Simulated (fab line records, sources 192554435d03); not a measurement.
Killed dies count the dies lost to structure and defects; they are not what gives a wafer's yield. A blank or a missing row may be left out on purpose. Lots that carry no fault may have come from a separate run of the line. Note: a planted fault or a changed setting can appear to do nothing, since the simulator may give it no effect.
Matching of chambers ; flow n5_finfet ; 4 sister chambers for N5_MOL_CONTACT_COAG_STRIP_72 on rie_diel-03
The step strips in N2/H2. 4 wafers are shown with their chamber, then 8 later ones without.

== WAFERS WITH THEIR CHAMBER ==
wafer;chamber;showerhead_plenum_p_Torr (Torr)
L075.4;2;2.47
L080.1;0;2.65
L080.3;3;2.46
L082.1;1;2.55

== WAFERS WITH NO CHAMBER GIVEN ==
wafer;showerhead_plenum_p_Torr (Torr)
L082.3;2.65
L082.6;2.46
L083.1;2.55
L083.2;2.46
L083.3;2.65
L092.2;2.45
L092.3;2.54
L092.6;2.64

== THE CHAMBER EACH PASSED THROUGH ==
wafer;from the rows above;in truth
L082.3;0;0
L082.6;can't be placed: 3 or 2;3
L083.1;1;1
L083.2;can't be placed: 3 or 2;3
L083.3;0;0
L092.2;can't be placed: 3 or 2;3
L092.3;1;1
L092.6;0;0
Correct placement for 5 of the 8. From these rows, 3 cannot be placed; in 3 the true chamber is one of the candidates. 0 placed wrongly.
How it was worked out, from the rows above alone: a wafer's distance from a chamber is the root of the sum, over the readings, of the square of ((its reading less the chamber's mean) divided by the reading's scatter). The wafer belongs to the nearest chamber; if the next one is less than 2 further off, it can't be placed. A chamber's mean is the mean of its shown wafers. The scatter: with one shown wafer a chamber, the root of the mean of the squares of how far each hidden wafer lies from its nearest shown one.
